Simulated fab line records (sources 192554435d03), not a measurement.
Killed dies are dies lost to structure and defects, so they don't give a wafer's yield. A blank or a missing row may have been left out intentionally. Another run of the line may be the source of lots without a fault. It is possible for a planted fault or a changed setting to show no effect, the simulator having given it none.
Struck lot and sound lot, side by side -- flow n5-finfet -- 37 steps out of a route of 1938
Sound: wafers L450.3, L450.4, L450.5. Struck: wafers L454.4, L454.5. (L454.1 of the same lot was not struck and is left out.) The cause comes at the end.
For every step that has rows: the tool of each side, followed by ch and its chambers, followed by its first start. Under that, the readings that differ: sound wafers -- struck wafers -- difference of the means -- sigmas: that difference in standard deviations of wafers without a fault.
alike: words and numbers the same on both sides, and readings whose means are apart by under 2 such deviations; not compared: readings that were withheld, readings missing a value for some wafer, numbers with overlapping values and no deviation given by the record, and bounds like >300 which may hide the same value.
The two part at a step that has a row with sigmas, a row that says differs or no value, or rows on one side only. Numbers that don't overlap but have no deviation are shown without sigmas and don't part them. Lack of a reading on every wafer of one side parts them only where that side has two or more wafers.

first, 9 steps without rows for these wafers: N5_BEOL_M11_PEB_26 (peb time 60 s); N5_BEOL_M11_DEVELOP_27 (develop time 30 s); N5_BEOL_M11_DESCUM_33 (chemistry O2, time 7.9 s); N5_BEOL_M11_ETCH_65 (etches SiARC in CF4, target depth 39 nm, time 65 s); N5_BEOL_M11_ETCH_66 (etches SOC in N2/H2, target depth 120 nm, overetch 24 nm, time 180 s); N5_BEOL_M11_STRIP_69 (strips in N2/H2); N5_BEOL_M11_VIA_ETCH_34 (etches SiCOH lowk in C4F6/O2, target depth 184.5 nm, time 69.2 s); N5_BEOL_M11_STRIP_73 (strips in C4F6/O2); N5_BEOL_M11_STRIP_36 (strips in N2/H2).
N5_BEOL_M11_TRENCH_ETCH_37: etches SiCOH lowk in C4F6/O2, target depth 148.83 nm, time 48 s.
  sound on rie-diel-03 ch 0,2, day 12 01:17; struck on rie-diel-03 ch 3, day 12 19:05
reading,sound,struck,difference,sigmas
rf-fwd-power-W (W),340.0 341.1 341.0,261.8 260.7,-79.4,-53
rf-vpp-V (V),654 662 661,741 745,+84,+6
model.etch.depth-nm (nm),146 146.9 147.7,132.6 134,-13.6,
model.BEOL_M11.feature-depth-nm (nm),146 146.8 147.6,132.6 134,-13.5,
  alike: drypump-motor-current-A, oes-product-au, showerhead-plenum-p-Torr, throttle-valve-pct
  not compared: rf-hours-counter-h
then, 2 steps without rows for these wafers: N5_BEOL_M11_ETCH_41 (etches SiCN in CH3F/O2, target depth 42.6 nm, time 86 s); N5_BEOL_M11_STRIP_77 (strips in N2/H2, time 10 s).
N5_BEOL_M11_OCD_MEAS_38:
  struck on ocd-01, day 12 19:16; sound on ocd-02, day 12 01:28
reading,sound,struck,difference,sigmas
trench-depth-nm (nm),145.7 146.9 147.3,132.5 134.0,-13.4,-5
then, 13 steps without rows for these wafers: N5_BEOL_M11_HM_STRIP_39 (strips TiN in peroxide tin strip, target depth 25 nm, time 158 s); N5_BEOL_M11_SRD_40 (time 30 s); N5_BEOL_M11_PRECLEAN_42 (cleans in residue remover, time 60 s); N5_BEOL_M11_SRD_43 (time 30 s); N5_BEOL_M11_CURE_72 (cures SiCOH lowk, time 120 s); N5_BEOL_M11_DEGAS_44 (time 60 s); N5_BEOL_M11_PRE_CLEAN_45 (time 30 s); N5_BEOL_M11_ALD_74 (deposits TaN, target thk 2 nm, pulse time 2 s, purge time 3 s); N5_BEOL_M11_SURFACE_TREAT_76; N5_BEOL_M11_CVD_75 (deposits Co from CCTBA/H2, target thk 2 nm, time 138.9 s); N5_BEOL_M11_SPUTTER_48 (material Cu, target thk 12 nm, time 2 s); N5_BEOL_M11_ECD_50 (material Cu, target thk 318 nm); N5_BEOL_M11_ANNEAL_51 (time 90 s).
N5_BEOL_M11_CMP_52: polishes, stops on SiCOH lowk, t overpolish 7 s, target thk 140 nm.
  sound on cmp-03 ch 0,2,3, day 12 03:22; struck on cmp-02 ch 1,3, day 12 21:38
reading,sound,struck,difference,sigmas
barrier-field-endpoint-s (s),28.4 28.4 28.7,29.9 29.8,+1.4,+2
model.Cu_of_BEOL_M11_ECD_50.thk-nm (nm),137.2 137.8 137.8,123 125.2,-14,
  alike: motor-current-A, overpolish-run-s, platen-rpm, time-to-endpoint-s
  not compared: pad-life-wafers
N5_BEOL_M11_THK_MEAS_53: measures by xrf.
  struck on film-metro-01, day 12 21:52; sound on film-metro-01, day 12 03:39
reading,sound,struck,difference,sigmas
M11_THK (nm),141 141 141,123 126,-16,-5
then, 2 steps without rows for these wafers: N5_BEOL_M11_PRE_CLEAN_55 (time 15 s); N5_BEOL_M11_DEP_56 (deposits SiCN from 3MS/NH3, target thk 30 nm, time 10.5 s).
N5_BEOL_M11_RS_MEAS_57: measurement is done with a four-point probe.
  struck on film-metro-01, day 12 22:00; sound on film-metro-02, day 12 03:47
reading,sound,struck,difference,sigmas
M11_RS (ohm/sq),0.154 0.154 0.154,0.174 0.170,+0.018,+5
then, 5 steps without rows for these wafers: N5_BEOL_M12_ILD_DEP_00 (deposits SiOC from DEMS/O2, target thk 658.92 nm, time 130.7 s); N5_BEOL_M12_COAT_58 (time 60 s, resist thk 89 nm); N5_BEOL_M12_COAT_04 (resist thk 400 nm); N5_BEOL_M12_EBR_06; N5_BEOL_M12_SOFTBAKE_05 (time 60 s).
N5_BEOL_M15_RC_MEAS_101:
  sound on prober-02 ch 0, day 13 01:16; struck on prober-02 ch 0, day 13 22:34
reading,sound,struck,difference,sigmas
SERP_M11 (ohm/um),3.14 3.21 3.18,3.61 3.51,+0.38,+4
SERP_M11_max_site (ohm/um),3.21 3.30 3.29,3.66 3.60,+0.36,+4
  alike: COMB_M10, COMB_M11, COMB_M12, COMB_M13, COMB_M14, COMB_M15, COMB_M5, COMB_M6, COMB_M7, COMB_M8, COMB_M9, SERP_M10, SERP_M12, SERP_M13, SERP_M14, SERP_M5, SERP_M6, SERP_M7, SERP_M8, SERP_M9

WHERE THEY PART
First at N5_BEOL_M11_TRENCH_ETCH_37; last, within this record, at N5_BEOL_M15_RC_MEAS_101.

WHY: what had been put in by the simulator
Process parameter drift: rie-diel-03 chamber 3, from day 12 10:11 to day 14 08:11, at N5_BEOL_M11_TRENCH_ETCH_37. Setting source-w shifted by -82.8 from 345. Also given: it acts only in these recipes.
